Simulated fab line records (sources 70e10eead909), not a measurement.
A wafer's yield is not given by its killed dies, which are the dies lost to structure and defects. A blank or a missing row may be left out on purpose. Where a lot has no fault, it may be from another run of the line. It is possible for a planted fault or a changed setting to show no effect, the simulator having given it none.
fab line records -- flow nand_harc
record lots=6, wafers=18, last_day=32
route steps=1302 shown A_STAIRCASE@722
lots that met no fault: taken from a fault-free run of the same line
start_h: start of the lot's first displayed wafer, in hours after the record's first day -- wait_h: how many hours have passed since the lot's step before this one -- " the same as in the row above -- L1.1+2: a row that stands for several wafers -- - either no value or no given start -- * or withheld: withheld -- < > ~ a bound
route shown NAME@n: a module of which the file shows steps, and the number in the route of the first -- usual: average and standard deviation across the fault-free wafers -- same: alike in all rows -- chamber/n: place in a boat -- sites: per-site readings -- _std_site: standard deviation across them -- _edge_site: outer sites' mean less inner sites' -- radius_mm: for every site, how far away it sits from the centre of the wafer -- mask NAME#n: copy n -- behind: tool/chamber where the wafer was last shaped -- hold: what put the lot on hold/how long, in hours/how the hold closed -- device: names the non-switching transistor (n, p or np) -- end of line: the tests these same wafers got at the end of their route -- step lacking rows: just its recipe -- killed: at the first sort, the dies lost to defects and structure; wafer yield is something else -- map: the dies of a wafer, with x for killed, . for not killed, _ for no die there
set.NAME: the setting as run; set.NAME@STEP: as run at that earlier step -- model.NAME: the simulator's own value behind a step, which no gauge read
lots at selected steps of the route; one table per step, one row per wafer
services: a tool's chamber out of use, with start hour (start_h, from the record's first day; less than 0 if before it), hours out, and reason
## steps
# step NHARC_A_STAIRCASE_SRD_208
# step NHARC_A_STAIRCASE_DEHYDRATE_209
# recipe temp_c=150, time_s=120
# step NHARC_A_STAIRCASE_HMDS_210
# recipe time_s=30
# step NHARC_A_STAIRCASE_COAT_211
# recipe spin_rpm=1200
# step NHARC_A_STAIRCASE_SOFTBAKE_212
# recipe temp_c=135, time_s=170
# step NHARC_A_STAIRCASE_EBR_213
# step NHARC_A_STAIRCASE_EXPOSE_214
# recipe na=0.5, dose_mj=31.26, mask_id=STAIR_3
# step NHARC_A_STAIRCASE_PEB_215
# recipe peb_temp_c=115, peb_time_s=130
# step NHARC_A_STAIRCASE_DEVELOP_216
# recipe time_s=140
# step NHARC_A_STAIRCASE_HARDBAKE_218
# recipe temp_c=120, time_s=140
# step NHARC_A_STAIRCASE_DESCUM_219
# recipe time_s=3, o2_flow_sccm=200, ar_flow_sccm=0, bias_power_w=0, chemistry=O2
# usual drypump_motor_current_A=6.0/0.43, oes_product_au=0.996/0.009, rf_vpp_V=57.7/0.88, showerhead_plenum_p_Torr=1.88/0.073, throttle_valve_pct=11.311/0.0091
lot.wafer,tool,chamber,start_h,wait_h,drypump_motor_current_A,oes_product_au,rf_hours_counter_h,rf_vpp_V,showerhead_plenum_p_Torr,throttle_valve_pct
L675.1,rie_diel-05,3,356.58,-,5.2,0.989,26,58.3,1.93,11.308
L675.3,rie_diel-05,0,356.58,-,6.7,1.007,28,56.9,1.78,11.325
L675.6,rie_diel-05,2,356.58,-,5.8,1.006,-,57.7,1.86,11.322
L685.1,rie_diel-05,3,473.98,-,5.2,0.998,19,57.3,1.92,11.311
L685.2,rie_diel-05,0,473.98,-,6.7,0.988,19,57.5,1.77,11.298
L685.6,rie_diel-05,2,473.98,-,5.8,1.001,-,56.3,1.85,11.316
L687.1,rie_diel-02,1,474.71,-,5.9,0.990,27,57.5,1.84,11.310
L687.2,rie_diel-02,3,474.71,-,6.1,1.000,23,58.8,1.89,11.307
L687.4,rie_diel-02,0,474.71,-,5.6,1.000,29,59.1,1.95,11.307
L690.2,rie_diel-05,1,503.61,-,6.1,0.986,27,57.8,1.98,11.313
L690.1,rie_diel-05,0,503.61,-,6.8,0.992,28,58.6,1.77,11.298
L690.5,rie_diel-05,2,503.61,-,5.8,0.998,-,57.5,1.85,11.326
L691.2,rie_diel-03,2,523.35,-,6.6,0.996,17,57.2,1.77,11.306
L691.3,rie_diel-03,3,523.35,-,6.3,0.992,19,56.2,1.90,11.314
L691.1,rie_diel-03,0,523.35,-,5.7,0.988,17,56.5,1.93,11.296
L696.3,rie_diel-02,2,568.69,-,6.0,1.010,56,56.8,1.78,11.314
L696.1,rie_diel-02,3,568.69,-,6.1,1.007,52,57.9,1.88,11.303
L696.2,rie_diel-02,1,568.69,-,6.0,0.995,55,57.4,1.83,11.321
# step NHARC_A_STAIRCASE_TRIM_220
# recipe time_s=211.2, o2_flow_sccm=500, ar_flow_sccm=0, bias_w=0, chemistry=O2
# usual drypump_motor_current_A=6.0/0.44, oes_product_au=0.996/0.0096, rf_vpp_V=57.8/0.91, showerhead_plenum_p_Torr=3.47/0.13, throttle_valve_pct=17.038/0.0087
lot.wafer,tool,chamber,start_h,wait_h,drypump_motor_current_A,oes_product_au,rf_hours_counter_h,rf_vpp_V,showerhead_plenum_p_Torr,throttle_valve_pct
L675.3,rie_diel-05,0,356.70,0.1,6.7,1.007,28,57.9,3.30,17.024
L675.1,rie_diel-05,1,356.70,0.1,6.2,0.994,34,58.7,3.67,17.052
L675.6,rie_diel-05,0,356.70,0.1,6.7,1.014,-,56.8,3.30,17.050
L685.1,rie_diel-05,0,474.05,0.1,6.7,0.748,19,56.1,3.28,17.035
L685.2,rie_diel-05,2,474.05,0.1,5.9,0.993,18,57.3,3.43,17.042
L685.6,rie_diel-05,0,474.05,0.1,6.7,0.752,-,57.1,3.28,17.039
L687.2,rie_diel-02,2,474.80,0.1,6.0,1.012,27,55.9,3.32,17.037
L687.1,rie_diel-02,0,474.80,0.1,5.6,1.012,29,56.9,3.59,17.031
L687.4,rie_diel-02,1,474.80,0.1,6.0,0.996,27,57.7,3.39,17.039
L690.1,rie_diel-05,2,503.72,0.1,5.8,1.008,28,57.4,3.42,17.047
L690.2,rie_diel-05,0,503.72,0.1,6.7,0.752,28,57.4,3.28,17.042
L690.5,rie_diel-05,3,503.72,0.1,5.2,0.996,-,57.3,3.54,17.038
L691.3,rie_diel-03,3,523.45,0.1,6.3,0.994,19,58.9,3.51,17.019
L691.1,rie_diel-03,0,523.45,0.1,5.7,0.991,17,58.0,3.56,17.040
L691.2,rie_diel-03,2,523.45,0.1,6.6,0.989,17,57.5,3.29,17.032
L696.1,rie_diel-02,0,568.78,0.1,5.6,1.012,57,58.9,3.57,17.028
L696.2,rie_diel-02,2,568.78,0.1,6.0,1.014,56,55.9,3.30,17.032
L696.3,rie_diel-02,3,568.78,0.1,6.1,1.012,53,57.2,3.48,17.052
# step NHARC_A_STAIRCASE_ETCH_221
# recipe target_depth_a=1000, time_s=40.5, ion_energy_ev=400, c4f8_flow_sccm=20, o2_flow_sccm=10, ar_flow_sccm=withheld, rf_w=600, bias_w=1000, chemistry=C4F8/O2
# usual oes_product_au=0.935/0.014, rf_vpp_V=894/4.6
lot.wafer,tool,chamber,start_h,wait_h,oes_product_au,rf_hours_counter_h,rf_vpp_V
L675.1,rie_diel-05,3,-,-,0.933,26,898
L675.3,rie_diel-05,0,-,-,0.946,28,887
L675.6,rie_diel-05,3,-,-,0.929,-,898
L685.1,rie_diel-05,3,-,-,0.944,19,896
L685.2,rie_diel-05,1,-,-,0.926,18,901
L685.6,rie_diel-05,2,-,-,0.948,-,892
L687.1,rie_diel-02,2,-,-,0.947,27,888
L687.2,rie_diel-02,0,-,-,0.960,29,899
L687.4,rie_diel-02,1,-,-,0.948,27,891
L690.2,rie_diel-05,3,-,-,0.932,29,896
L690.1,rie_diel-05,0,-,-,0.921,28,888
L690.5,rie_diel-05,1,-,-,0.926,-,900
L691.3,rie_diel-03,0,-,-,0.928,17,897
L691.1,rie_diel-03,2,-,-,0.923,17,886
L691.2,rie_diel-03,3,-,-,0.917,19,895
L696.2,rie_diel-02,1,-,-,0.938,56,890
L696.1,rie_diel-02,2,-,-,0.959,56,888
L696.3,rie_diel-02,3,-,-,0.954,53,894
## services
tool,chamber,start_h,hours,kind
rie_diel-05,0,336.88,-,clean
rie_diel-05,1,336.88,-,clean
rie_diel-05,2,336.88,-,clean
rie_diel-05,3,336.88,-,clean
rie_diel-03,0,337.37,3.0,repair
rie_diel-03,2,340.82,2.7,repair
rie_diel-05,0,361.38,-,clean
rie_diel-05,1,361.38,-,clean
rie_diel-05,2,361.38,-,clean
rie_diel-05,3,361.38,-,clean
rie_diel-03,1,384.70,31.3,repair
rie_diel-05,0,385.99,-,clean
rie_diel-05,1,385.99,-,clean
rie_diel-05,2,385.99,-,clean
rie_diel-05,3,385.99,-,clean
rie_diel-02,-,394.44,9.0,pm
rie_diel-05,-,406.98,9.0,pm
rie_diel-05,0,406.98,9.0,vent_cycle
rie_diel-02,3,413.34,12.9,repair
rie_diel-03,-,458.30,9.0,pm
rie_diel-03,0,485.25,7.6,repair
rie_diel-05,-,508.42,0.2,repair
rie_diel-03,1,518.37,15.8,repair
rie_diel-05,-,567.52,0.6,repair
## key
first_sign step=NHARC_A_STAIRCASE_TRIM_220, reading=oes_product_au, direction=down, sigmas=26, usual=0.996, struck=0.750
effect none on later readings
met_at NHARC_A_STAIRCASE_TRIM_220
struck_wafers L685.1,L685.6,L690.2
later_rows_left_out L685.1,L685.6,L690.2
sort_left_out L685.1,L685.6,L690.2
tester_left_out L685,L690
onset_between 356.70 474.05
fault kind=process_parameter_drift, tool=rie_diel-05, chamber=0, onset_h=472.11, steps=NHARC_A_STAIRCASE_TRIM_220, channel=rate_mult, offset=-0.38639, shape=step, end_h=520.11
# tester_left_out: of these lots the tester's yield and bins aren't shown, on N5 and GAA mostly nor the transistor test; their killed dies are dies lost to structure and defects alone, not to doping, threshold or leakage, so they don't give the yield
# sort_left_out: the simulated sort isn't trusted on such a fault, so these wafers' sort isn't shown, and their yield isn't known
# later_rows_left_out: the simulator's readings of these wafers behind a module that went badly wrong aren't trusted and aren't shown, but for the sort
